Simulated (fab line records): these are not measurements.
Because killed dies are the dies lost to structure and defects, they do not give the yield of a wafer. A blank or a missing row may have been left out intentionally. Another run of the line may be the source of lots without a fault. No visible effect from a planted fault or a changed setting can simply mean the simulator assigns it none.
One fault seen from 2 desks || flow n5_finfet || numbers are kept per desk, each desk with only its own; the story behind them comes last

## AT THE TOOL OWNER'S DESK: pvd_sputter-03
The tool's own readings at N5_BEOL_M15_SPUTTER_44 (material Ta, target thk 15 nm, time 24.19 s): means of the sampled wafers that have a number, for each lot that ran on this tool. If a lot's mean is further than 4 standard deviations from the usual mean, the lot is out of limits and carries the mark OUT (the distance appears in the brackets).
Columns: A = cathode_dc_power_W at N5_BEOL_M15_SPUTTER_44, usual 15000 W; B = throttle_valve_pct at N5_BEOL_M15_SPUTTER_44, usual 29.8 %
{"lot": "L854", "first seen here": "day 12 16:12", "A": 15000, "B": 29.9}
{"lot": "L859", "first seen here": "day 14 10:34", "A": "10559 (-99 or more) OUT", "B": 30.0}
{"lot": "L861", "first seen here": "day 14 15:34", "A": "10556 (-99 or more) OUT", "B": 29.9}
This desk's finding: out of limits on L859, L861; first on L859, day 14 10:34 (cathode_dc_power_W at N5_BEOL_M15_SPUTTER_44). L854: within limits.

## METROLOGY DESK
Lot by lot, what the gauges showed, no matter which tool ran the lot: averages of those sampled wafers that carry a number. If a lot's mean is further than 4 standard deviations from the usual mean, the lot is out of limits and carries the mark OUT (the distance appears in the brackets).
Columns: A = cd_nm at N5_BEOL_M15_CD_MEAS_28, usual 407.6 nm
{"lot": "L854", "first seen here": "day 12 12:43", "A": 407.1}
{"lot": "L859", "first seen here": "day 14 07:47", "A": 407.6}
{"lot": "L861", "first seen here": "day 14 14:19", "A": 408.2}
{"lot": "L867", "first seen here": "day 17 09:36", "A": 406.1}
{"lot": "L874", "first seen here": "day 18 00:20", "A": 407.1}
{"lot": "L871", "first seen here": "day 18 00:37", "A": 406.7}
{"lot": "L876", "first seen here": "day 18 23:20", "A": 406.0}
{"lot": "L875", "first seen here": "day 18 23:40", "A": 406.3}
{"lot": "L877", "first seen here": "day 19 20:48", "A": 406.7}
This desk's verdict: no lot among the 9 shows anything out of limits.

## PUT TOGETHER
The tool owner's desk had the chance to raise an alarm at day 14 10:34 on L859, L861.
Nothing out of limits was seen by the metrology desk.
The metrology desk holds a record of L859, L861, inside its limits.
Of the lots named, all ran N5_BEOL_M15_SPUTTER_44 on pvd_sputter-03.

## WHAT WAS PUT IN BY THE SIMULATOR
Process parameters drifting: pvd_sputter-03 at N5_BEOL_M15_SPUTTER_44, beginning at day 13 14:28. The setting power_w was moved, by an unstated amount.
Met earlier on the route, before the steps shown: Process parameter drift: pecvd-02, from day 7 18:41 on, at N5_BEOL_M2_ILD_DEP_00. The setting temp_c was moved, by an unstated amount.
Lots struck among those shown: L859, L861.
How many hours passed from the start of the fault until each desk's first out-of-limits reading: the tool owner's desk, 20.
